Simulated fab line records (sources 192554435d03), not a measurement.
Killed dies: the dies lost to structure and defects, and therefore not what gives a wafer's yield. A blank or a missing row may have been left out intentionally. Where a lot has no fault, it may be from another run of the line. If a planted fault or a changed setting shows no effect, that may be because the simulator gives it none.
Split-lot study :: flow n5_finfet :: 21 wafers read from 7 lots, route of 1938 steps

## ABOUT THE SPLIT
At N5_DUMMY_GATE_COAT_34 (time 60 s, resist thk 60 nm), the setting spin_rpm was moved away from the recipe's 1500 rpm on 8 of the 21 wafers read, by -11.1% to +6.7%. This setting was run at the recipe's value on the other wafers.

## FROM THE SPLIT TO THE READING: what the file shows between them, 10 steps
- N5_DUMMY_GATE_EXPOSE_12: exposes mask GATE, target cd 25 nm (also split here: dose_mj)
- N5_DUMMY_GATE_PEB_13: peb time 60 s
- N5_DUMMY_GATE_DEVELOP_14: develop time 30 s
- N5_DUMMY_GATE_ETCH_29: etches underlayer in N2/H2, target depth 13 nm
- N5_DUMMY_GATE_ETCH_36: etches SiARC in CF4, target depth 13 nm
- N5_DUMMY_GATE_ETCH_37: etches SOC in N2/H2, target depth 60 nm, overetch 30 nm
- N5_DUMMY_GATE_STRIP_38: strips in N2/H2
- N5_DUMMY_GATE_STRIP_39: strips in N2/H2
- N5_DUMMY_GATE_TRIM_49: chemistry O2, time 29 s, target cd 14 nm
- N5_DUMMY_GATE_STRIP_40: strips in CF4

## THE READING
SOC_of_DUMMY_GATE_COAT_34.thk_nm (the simulator's own value, which no gauge read), in nm, at N5_DUMMY_GATE_ETCH_31 (etches SiO2 in C4F6/O2, target depth 82.5 nm, time 27.5 s). No usual value for it is given in the file. Average 51.7 nm, standard deviation 0.3 nm, over the 13 wafers here run with the recipe.

wafer: L075.1
tool, chamber at the split: litho_track-05, 0
spin_rpm as run, rpm: 1500
against the recipe: recipe
SOC_of_DUMMY_GATE_COAT_34.thk_nm, nm: 51.6
against lot-mates on the recipe: -

wafer: L075.4
tool, chamber at the split: litho_track-05, 0
spin_rpm as run, rpm: 1334
against the recipe: -11.1%
SOC_of_DUMMY_GATE_COAT_34.thk_nm, nm: 55.4
against lot-mates on the recipe: +3.9

wafer: L075.5
tool, chamber at the split: litho_track-05, 0
spin_rpm as run, rpm: 1500
against the recipe: recipe
SOC_of_DUMMY_GATE_COAT_34.thk_nm, nm: 51.4
against lot-mates on the recipe: -

wafer: L079.4
tool, chamber at the split: litho_track-05, 0
spin_rpm as run, rpm: 1500
against the recipe: recipe
SOC_of_DUMMY_GATE_COAT_34.thk_nm, nm: 51.8
against lot-mates on the recipe: -

wafer: L079.5
tool, chamber at the split: litho_track-05, 0
spin_rpm as run, rpm: 1500
against the recipe: recipe
SOC_of_DUMMY_GATE_COAT_34.thk_nm, nm: 51.6
against lot-mates on the recipe: -

wafer: L079.6
tool, chamber at the split: litho_track-05, 0
spin_rpm as run, rpm: 1500
against the recipe: recipe
SOC_of_DUMMY_GATE_COAT_34.thk_nm, nm: 51.4
against lot-mates on the recipe: -

wafer: L085.2
tool, chamber at the split: litho_track-05, 0
spin_rpm as run, rpm: 1500
against the recipe: recipe
SOC_of_DUMMY_GATE_COAT_34.thk_nm, nm: 52.2
against lot-mates on the recipe: -

wafer: L085.3
tool, chamber at the split: litho_track-05, 0
spin_rpm as run, rpm: 1500
against the recipe: recipe
SOC_of_DUMMY_GATE_COAT_34.thk_nm, nm: 52.2
against lot-mates on the recipe: -

wafer: L085.6
tool, chamber at the split: litho_track-05, 0
spin_rpm as run, rpm: 1600
against the recipe: +6.7%
SOC_of_DUMMY_GATE_COAT_34.thk_nm, nm: 50.2
against lot-mates on the recipe: -2.0

wafer: L092.2
tool, chamber at the split: litho_track-01, 0
spin_rpm as run, rpm: 1500
against the recipe: recipe
SOC_of_DUMMY_GATE_COAT_34.thk_nm, nm: 51.6
against lot-mates on the recipe: -

wafer: L092.3
tool, chamber at the split: litho_track-01, 0
spin_rpm as run, rpm: 1574
against the recipe: +4.9%
SOC_of_DUMMY_GATE_COAT_34.thk_nm, nm: 50.4
against lot-mates on the recipe: -1.2

wafer: L092.4
tool, chamber at the split: litho_track-01, 0
spin_rpm as run, rpm: 1574
against the recipe: +4.9%
SOC_of_DUMMY_GATE_COAT_34.thk_nm, nm: 50.4
against lot-mates on the recipe: -1.2

wafer: L093.4
tool, chamber at the split: litho_track-03, 0
spin_rpm as run, rpm: 1563
against the recipe: +4.2%
SOC_of_DUMMY_GATE_COAT_34.thk_nm, nm: 50.6
against lot-mates on the recipe: -1.4

wafer: L093.5
tool, chamber at the split: litho_track-03, 0
spin_rpm as run, rpm: 1563
against the recipe: +4.2%
SOC_of_DUMMY_GATE_COAT_34.thk_nm, nm: 50.8
against lot-mates on the recipe: -1.2

wafer: L093.6
tool, chamber at the split: litho_track-03, 0
spin_rpm as run, rpm: 1500
against the recipe: recipe
SOC_of_DUMMY_GATE_COAT_34.thk_nm, nm: 52
against lot-mates on the recipe: -

wafer: L095.1
tool, chamber at the split: litho_track-03, 0
spin_rpm as run, rpm: 1500
against the recipe: recipe
SOC_of_DUMMY_GATE_COAT_34.thk_nm, nm: 51.2
against lot-mates on the recipe: -

wafer: L095.4
tool, chamber at the split: litho_track-03, 0
spin_rpm as run, rpm: 1500
against the recipe: recipe
SOC_of_DUMMY_GATE_COAT_34.thk_nm, nm: 51.6
against lot-mates on the recipe: -

wafer: L095.5
tool, chamber at the split: litho_track-03, 0
spin_rpm as run, rpm: 1500
against the recipe: recipe
SOC_of_DUMMY_GATE_COAT_34.thk_nm, nm: 51.6
against lot-mates on the recipe: -

wafer: L097.2
tool, chamber at the split: litho_track-01, 0
spin_rpm as run, rpm: 1500
against the recipe: recipe
SOC_of_DUMMY_GATE_COAT_34.thk_nm, nm: 52
against lot-mates on the recipe: -

wafer: L097.3
tool, chamber at the split: litho_track-01, 0
spin_rpm as run, rpm: 1390
against the recipe: -7.3%
SOC_of_DUMMY_GATE_COAT_34.thk_nm, nm: 54.2
against lot-mates on the recipe: +2.2

wafer: L097.5
tool, chamber at the split: litho_track-01, 0
spin_rpm as run, rpm: 1390
against the recipe: -7.3%
SOC_of_DUMMY_GATE_COAT_34.thk_nm, nm: 54.4
against lot-mates on the recipe: +2.4

THE FIT
A straight line over all 21 wafers: SOC_of_DUMMY_GATE_COAT_34.thk_nm changes by -0.307 nm for each +1% of spin_rpm; r = -0.97; the points scatter about the line by 0.3 nm.
The same after taking each lot's own level away (the mean of its wafers on the recipe; 21 wafers): -0.315 nm for each +1%; r = -0.99; scatter 0.18 nm.
According to that fit, moving spin_rpm by its largest amount changes the reading by 3.5 nm.
The lots' own levels span 51.47 to 52.20 nm, that is 2.4 times the standard deviation above.
So the lot-to-lot level changes the slope little: the two slopes agree.
Check: with one of the wafers moved furthest among these (-11.1%) left out of the fit, the line predicts +3.32 nm for it against its lot-mates. Against them it came out at +3.9 nm.

## FURTHER SPLITS ON THESE WAFERS
Note: prior to the reading, these wafers also went through further splits. Each is held against what the fit with the lots' levels taken away leaves over:
other split on the same wafers: N5_WELL_APT_COAT_19 spin_rpm
wafers away from the commonest value: 4
r with SOC_of_DUMMY_GATE_COAT_34.thk_nm (lot level and that fit taken away): +0.20

other split on the same wafers: N5_FIN_SAQP_FIN_ETCH_36 icp_w
wafers away from the commonest value: 7
r with SOC_of_DUMMY_GATE_COAT_34.thk_nm (lot level and that fit taken away): -0.26

other split on the same wafers: N5_FIN_CUT_COAT_19 spin_rpm
wafers away from the commonest value: 9
r with SOC_of_DUMMY_GATE_COAT_34.thk_nm (lot level and that fit taken away): +0.17

other split on the same wafers: N5_DUMMY_GATE_CVD_03 temp_c
wafers away from the commonest value: 12
r with SOC_of_DUMMY_GATE_COAT_34.thk_nm (lot level and that fit taken away): +0.12

other split on the same wafers: N5_DUMMY_GATE_EXPOSE_12 dose_mj
wafers away from the commonest value: 6
r with SOC_of_DUMMY_GATE_COAT_34.thk_nm (lot level and that fit taken away): +0.17

## THE WHOLE CHAIN: every reading that the file lists as answering this split, in the file's order
step: N5_DUMMY_GATE_COAT_34
what it does: time 60 s, resist thk 60 nm
reading: SOC_of_DUMMY_GATE_COAT_34.thk_nm (the simulator's own value, which no gauge read)
change (the file's fit): -0.31 nm for each +1% of the setting
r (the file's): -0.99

step: N5_DUMMY_GATE_ETCH_37
what it does: etches SOC in N2/H2, target depth 60 nm, overetch 30 nm
reading: etch.depth_nm (the simulator's own value, which no gauge read)
change (the file's fit): -0.31 nm for each +1% of the setting
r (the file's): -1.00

step: N5_DUMMY_GATE_ETCH_31
what it does: etches SiO2 in C4F6/O2, target depth 82.5 nm, time 27.5 s
reading: SOC_of_DUMMY_GATE_COAT_34.thk_nm (the simulator's own value, which no gauge read)
change (the file's fit): -0.323 nm for each +1% of the setting
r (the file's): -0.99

## THE FILE'S OWN FIT
SOC_of_DUMMY_GATE_COAT_34.thk_nm changes by -0.323 nm for each +1% of spin_rpm, r = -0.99.
